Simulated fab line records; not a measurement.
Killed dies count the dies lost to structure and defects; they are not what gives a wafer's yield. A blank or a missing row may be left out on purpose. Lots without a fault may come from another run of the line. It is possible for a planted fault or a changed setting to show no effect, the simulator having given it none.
fab line records ; flow nand-harc
record: lots: 14; wafers: 42; last-day: 33
route steps=1302 shown A_SGD_CUT@908 A_SLIT@922
lots that met no fault: from a run of the same line without faults
start-h: start of the lot's first displayed wafer, in hours after the record's first day ; wait-h: hours from the lot's prior step to this one ; " identical to the entry in the row above ; L1.1+2: a row that stands for several wafers ; - no value, or no start given ; * or withheld: withheld ; < > ~ a bound
route shown NAME@n: NAME is a module with steps in the file, n the number in the route of the first one ; usual: mean and standard deviation over wafers with no fault ; same: alike in all rows ; chamber/n: place in a boat ; sites: per-site readings ; _std_site: standard deviation across them ; _edge_site: outer sites' mean less inner sites' ; radius-mm: how far each site lies from the wafer's centre ; mask NAME#n: copy n ; behind: the most recent tool/chamber to have shaped the wafer ; hold: why the lot was held/for how many hours/how that ended ; device: the transistor (n, p or np) that didn't switch ; end of line: the route-end tests of the same wafers ; for a step that has no rows: nothing shown but its recipe ; killed: the dies lost at the first sort to structure and to defects; this is not the yield of the wafer ; map: the dies of a wafer, with x for killed, . for not killed, _ for no die there
set.NAME: the setting as run; set.NAME@STEP: as run at that earlier step ; model.NAME: the simulator's own value behind a step, which no gauge read
one table for each step of the route and one row for each wafer, over a sample of lots
services: the hour from which a tool's chamber was out of use, counted from the record's first day as start-h (under 0 if before that day), plus the number of hours and why
== steps ==
step: NHARC_A_SGD_CUT_ETCH_16
recipe: target-depth-a: 3105; time-s: 155.2; c4f8-flow-sccm: withheld; o2-flow-sccm: 8; ar-flow-sccm: withheld; rf-w: 600; bias-w: 800; chemistry: C4F8/O2/Ar
usual: oes-product-au: 0.972/0.016; rf-vpp-V: 723/3.1
lot.wafer;tool;chamber;start-h;wait-h;oes-product-au;rf-hours-counter-h;rf-vpp-V
L479.3;rie-diel-03;3;-;-;0.928;8;728
L479.2;rie-diel-03;1;-;-;0.961;7;723
L479.5;rie-diel-03;3;-;-;0.928;-;727
L481.4;rie-diel-10;2;-;-;0.970;1;722
L481.2;rie-diel-10;3;-;-;0.955;1;725
L481.1;rie-diel-10;0;-;-;0.966;1;717
L483.1;rie-diel-10;3;-;-;0.938;2;725
L483.3;rie-diel-10;0;-;-;0.959;2;716
L483.5;rie-diel-10;3;-;-;0.957;-;725
L480.4;rie-diel-13;2;-;-;0.985;10;721
L480.2;rie-diel-13;3;-;-;0.956;10;728
L480.5;rie-diel-13;2;-;-;1.004;-;721
L484.4;rie-diel-13;3;-;-;0.971;11;727
L484.1;rie-diel-13;0;-;-;0.974;10;721
L484.5;rie-diel-13;2;-;-;1.000;-;722
L485.2;rie-diel-13;2;-;-;1.000;13;722
L485.1;rie-diel-13;3;-;-;0.973;15;725
L485.6;rie-diel-13;0;-;-;0.981;-;721
L486.2;rie-diel-10;2;-;-;1.004;5;723
L486.3;rie-diel-10;0;-;-;0.939;5;718
L486.6;rie-diel-10;1;-;-;0.979;-;718
L487.1;rie-diel-03;2;-;-;0.957;2;724
L487.4;rie-diel-03;3;-;-;0.949;2;726
L487.2;rie-diel-03;0;-;-;0.963;2;722
L489.4;rie-diel-10;2;-;-;0.995;7;721
L489.2;rie-diel-10;3;-;-;0.947;7;724
L489.6;rie-diel-10;2;-;-;0.997;-;723
L492.4;rie-diel-13;1;-;-;0.941;3;723
L492.2;rie-diel-13;2;-;-;0.970;3;722
L492.5;rie-diel-13;0;-;-;0.976;-;720
L491.3;rie-diel-03;1;-;-;0.970;4;725
L491.6;rie-diel-03;0;-;-;0.984;-;725
L491.5;rie-diel-03;1;-;-;0.984;-;724
L499.1;rie-diel-10;1;-;-;0.966;1;720
L499.2;rie-diel-10;2;-;-;0.983;1;722
L499.6;rie-diel-10;1;-;-;0.969;-;718
L500.3;rie-diel-13;3;-;-;0.979;9;728
L500.5;rie-diel-13;2;-;-;0.965;-;720
L500.6;rie-diel-13;3;-;-;0.974;-;727
L502.3;rie-diel-10;0;-;-;0.962;5;714
L502.4;rie-diel-10;2;-;-;0.984;4;721
L502.6;rie-diel-10;1;-;-;0.972;-;717
step: NHARC_A_SLIT_DEP_25
recipe: target-thk-a: 2000; temp-c: 400; pressure-torr: 6.5; rf-w: 900; teos-flow-sccm: 161.4; flow-sccm: 2650; target-thk-nm: 200; gas: O2; material: SiO2
usual: heater-power-w: 630/64; throttle-valve-pct: 15.7/0.59
lot.wafer;tool;chamber;start-h;wait-h;heater-power-w;throttle-valve-pct
L479.3;pecvd-02;2;447.42;0.1;647;15.2
L479.2;pecvd-02;1;447.42;0.1;512;15.5
L479.5;pecvd-02;2;447.42;0.1;664;15.2
L481.1;pecvd-02;1;464.95;0.1;567;15.8
L481.2;pecvd-02;0;464.95;0.1;672;16.2
L481.4;pecvd-02;1;464.95;0.1;586;15.7
L484.1;pecvd-04;0;473.22;0.1;540;14.6
L484.5;pecvd-04;1;473.22;0.1;601;14.4
L484.4;pecvd-04;2;473.22;0.1;677;15.2
L480.2;pecvd-01;2;473.25;0.1;581;15.8
L480.4;pecvd-01;1;473.25;0.1;566;15.8
L480.5;pecvd-01;2;473.25;0.1;595;15.8
L483.1;pecvd-02;0;473.25;0.1;695;16.3
L483.3;pecvd-02;1;473.25;0.1;553;15.9
L483.5;pecvd-02;1;473.25;0.1;574;16.0
L485.1;pecvd-02;2;501.25;0.1;688;15.3
L485.2;pecvd-02;0;501.25;0.1;631;16.5
L485.6;pecvd-02;1;501.25;0.1;633;15.8
L487.2;pecvd-01;2;525.59;0.1;700;16.0
L487.1;pecvd-01;0;525.59;0.1;613;16.6
L487.4;pecvd-01;1;525.59;0.1;562;15.2
L486.3;pecvd-02;2;525.66;0.1;708;15.4
L486.2;pecvd-02;0;525.66;0.1;659;16.5
L486.6;pecvd-02;1;525.66;0.1;642;16.2
L489.2;pecvd-02;1;554.29;0.1;641;16.3
L489.6;pecvd-02;2;554.29;0.1;704;15.3
L489.4;pecvd-02;0;554.29;0.1;695;16.4
L491.3;pecvd-04;0;565.06;0.1;602;14.9
L491.5;pecvd-04;2;565.06;0.1;707;15.4
L491.6;pecvd-04;1;565.06;0.1;588;14.5
L492.2;pecvd-02;0;565.13;0.2;611;16.5
L492.4;pecvd-02;1;565.13;0.2;684;16.0
L492.5;pecvd-02;0;565.13;0.2;609;16.4
L499.2;pecvd-02;2;641.93;0.3;609;15.5
L499.1;pecvd-02;1;641.93;0.3;500;15.5
L499.6;pecvd-02;1;641.93;0.3;521;16.0
L500.3;pecvd-02;1;642.24;0.4;598;15.7
L500.6;pecvd-02;2;642.24;0.4;733;15.9
L500.5;pecvd-02;0;642.24;0.4;656;16.2
L502.3;pecvd-04;1;670.50;0.1;708;14.7
L502.6;pecvd-04;0;670.50;0.1;581;15.2
L502.4;pecvd-04;1;670.50;0.1;677;14.9
step: NHARC_A_SLIT_DEP_00
recipe: target-thk-a: 62000; temp-c: 400; material: aC
usual: throttle-valve-pct: 35.000/0.0085
lot.wafer;tool;chamber;start-h;wait-h;throttle-valve-pct
L479.2;acl-dep-01;0;449.86;-;34.998
L479.3;acl-dep-01;0;449.86;-;35.008
L479.5;acl-dep-01;0;451.74;-;34.994
L481.1;acl-dep-02;0;465.29;-;34.999
L481.2;acl-dep-02;0;465.29;-;34.992
L481.4;acl-dep-02;0;467.16;-;35.004
L480.2;acl-dep-03;0;474.18;-;35.011
L480.4;acl-dep-03;0;475.45;-;34.989
L480.5;acl-dep-03;0;475.45;-;35.006
L483.1;acl-dep-01;0;474.61;-;34.993
L483.3;acl-dep-01;0;475.87;-;34.986
L483.5;acl-dep-01;0;477.14;-;35.002
L484.1;acl-dep-02;0;474.65;-;34.993
L484.4;acl-dep-02;0;476.54;-;34.984
L484.5;acl-dep-02;0;476.54;-;35.008
L485.1;acl-dep-02;0;502.13;-;35.014
L485.2;acl-dep-02;0;502.13;-;35.010
L485.6;acl-dep-02;0;505.23;-;35.009
L487.1;acl-dep-02;0;525.93;-;35.009
L487.2;acl-dep-02;0;525.93;-;34.995
L487.4;acl-dep-02;0;527.84;-;34.987
L486.2;acl-dep-01;0;528.27;-;34.992
L486.3;acl-dep-01;0;528.27;-;34.991
L486.6;acl-dep-01;0;530.77;-;34.993
L489.2;acl-dep-03;0;555.17;-;34.996
L489.4;acl-dep-03;0;556.42;-;35.012
L489.6;acl-dep-03;0;557.67;-;35.013
L491.3;acl-dep-01;0;570.06;-;34.982
L491.5;acl-dep-01;0;571.32;-;34.992
L491.6;acl-dep-01;0;571.32;-;34.986
L492.2;acl-dep-03;0;570.59;-;35.004
L492.4;acl-dep-03;0;571.85;-;35.005
L492.5;acl-dep-03;0;571.85;-;34.999
L499.1;acl-dep-03;0;642.26;-;35.001
L499.2;acl-dep-03;0;642.26;-;35.006
L499.6;acl-dep-03;0;645.39;-;34.997
L500.3;acl-dep-02;0;647.03;-;35.002
L500.5;acl-dep-02;0;648.26;-;35.010
L500.6;acl-dep-02;0;648.26;-;35.007
L502.3;acl-dep-02;0;678.78;-;35.002
L502.4;acl-dep-02;0;678.78;-;34.994
L502.6;acl-dep-02;0;680.66;-;34.990
step: NHARC_A_SLIT_PEB_07
recipe: peb-temp-c: 100; peb-time-s: 65
usual: chill-plate-temp-C: 22.97/0.1; exhaust-pa: 45.1/0.85; plate-temp-C: 100.00/0.13
lot.wafer;tool;chamber;start-h;wait-h;chill-plate-temp-C;exhaust-pa;plate-temp-C
L479.2;litho-track-06;0;453.49;0.1;22.94;46.2;99.77
L479.3;litho-track-06;0;453.49;0.1;22.93;46.0;99.70
L479.5;litho-track-06;0;453.49;0.1;22.97;44.9;99.90
L481.1;litho-track-01;0;469.66;0.1;22.87;45.1;100.06
L481.2;litho-track-01;0;469.66;0.1;22.98;46.1;99.81
L481.4;litho-track-01;0;469.66;0.1;23.00;43.3;99.91
L480.2;litho-track-06;0;477.96;0.1;22.74;44.7;99.87
L480.4;litho-track-06;0;477.96;0.1;22.92;45.0;99.96
L480.5;litho-track-06;0;477.96;0.1;22.75;44.0;100.08
L483.1;litho-track-01;0;479.03;0.1;23.01;45.7;99.81
L483.3;litho-track-01;0;479.03;0.1;23.11;45.7;99.88
L483.5;litho-track-01;0;479.03;0.1;23.08;44.2;99.98
L484.1;litho-track-04;0;479.18;0.1;23.19;43.0;99.97
L484.4;litho-track-04;0;479.18;0.1;22.91;43.9;100.05
L484.5;litho-track-04;0;479.18;0.1;22.99;44.1;99.89
L485.1;litho-track-04;0;506.47;0.1;22.95;45.6;99.96
L485.2;litho-track-04;0;506.47;0.1;22.95;46.0;99.85
L485.6;litho-track-04;0;506.47;0.1;23.07;45.3;99.87
L487.1;litho-track-04;0;530.25;0.1;22.84;45.3;99.99
L487.2;litho-track-04;0;530.25;0.1;22.83;45.4;99.84
L487.4;litho-track-04;0;530.25;0.1;22.92;45.2;99.98
L486.2;litho-track-04;0;531.89;0.1;22.99;44.6;100.16
L486.3;litho-track-04;0;531.89;0.1;22.94;45.2;99.94
L486.6;litho-track-04;0;531.89;0.1;23.01;44.1;100.15
L489.2;litho-track-01;0;558.92;0.1;23.12;45.5;100.17
L489.4;litho-track-01;0;558.92;0.1;23.11;44.9;100.37
L489.6;litho-track-01;0;558.92;0.1;23.13;45.5;100.15
L491.3;litho-track-04;-;573.22;0.0;-;-;-
L491.5;litho-track-04;-;573.22;0.0;-;-;-
L491.6;litho-track-04;-;573.22;0.0;-;-;-
L492.2;litho-track-04;-;574.26;0.1;-;-;-
L492.4;litho-track-04;-;574.26;0.1;-;-;-
L492.5;litho-track-04;-;574.26;0.1;-;-;-
L499.1;litho-track-04;0;646.63;0.1;22.85;45.0;100.10
L499.2;litho-track-04;0;646.63;0.1;23.06;45.1;99.92
L499.6;litho-track-04;0;646.63;0.1;22.95;43.6;100.11
L500.3;litho-track-04;0;650.27;0.1;22.98;45.5;100.09
L500.5;litho-track-04;0;650.27;0.1;22.99;44.3;100.06
L500.6;litho-track-04;0;650.27;0.1;23.05;44.5;99.85
L502.3;litho-track-04;0;681.78;0.0;23.11;45.2;100.24
L502.4;litho-track-04;0;681.78;0.0;23.13;45.9;99.95
L502.6;litho-track-04;0;681.78;0.0;23.08;45.3;100.12
== services ==
tool;chamber;start-h;hours;kind
rie-diel-10;-;419.50;9.0;pm
acl-dep-02;-;427.02;13.0;pm
rie-diel-13;1;442.41;8.4;repair
rie-diel-10;-;450.18;1.1;repair
pecvd-04;-;450.40;13.0;pm
rie-diel-03;1;455.14;3.8;repair
rie-diel-03;-;458.34;9.0;pm
rie-diel-10;-;475.19;0.4;repair
rie-diel-13;1;476.28;31.4;repair
rie-diel-13;2;478.11;4.6;repair
pecvd-02;-;480.12;1.7;repair
acl-dep-03;-;482.39;13.0;pm
pecvd-04;0;483.78;16.0;repair
litho-track-01;-;505.00;7.0;pm
rie-diel-13;-;519.23;9.0;pm
litho-track-04;-;553.00;7.0;pm
acl-dep-01;-;553.87;13.0;pm
pecvd-02;-;589.38;13.0;pm
rie-diel-10;-;596.50;9.0;pm
acl-dep-02;-;609.34;13.0;pm
pecvd-04;-;631.40;13.0;pm
pecvd-02;-;648.22;0.3;repair
acl-dep-03;-;666.24;13.0;pm
rie-diel-10;2;681.25;6.6;repair
== key ==
first-sign: step: NHARC_A_SLIT_PEB_07; reading: tool-record; direction: missing
effect none on later readings
met-at NHARC_A_SLIT_PEB_07
struck-lots L491,L492
later-rows-left-out L491.3,L491.5,L491.6,L492.2,L492.4,L492.5
sort-left-out L491.3,L491.5,L491.6,L492.2,L492.4,L492.5
tester-left-out L491,L492
not-acting-at NHARC_A_SGD_CUT_ETCH_16,NHARC_A_SLIT_DEP_25,NHARC_A_SLIT_DEP_00
onset-between 531.89 573.22
fault: kind: skipped-step-whole; tool: litho-track-04; chamber: -; onset-h: 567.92; steps: NHARC_A_SLIT_PEB_07; scope: struck-lots-only
tester-left-out: of these lots the tester's yield and bins aren't shown, on N5 and GAA mostly nor the transistor test; their killed dies are dies lost to structure and defects alone, not to doping, threshold or leakage, so they don't give the yield
sort-left-out: the simulated sort isn't trusted on such a fault, so these wafers' sort isn't shown, and their yield isn't known
later-rows-left-out: the simulator's readings of these wafers behind a module that went badly wrong aren't trusted and aren't shown, but for the sort
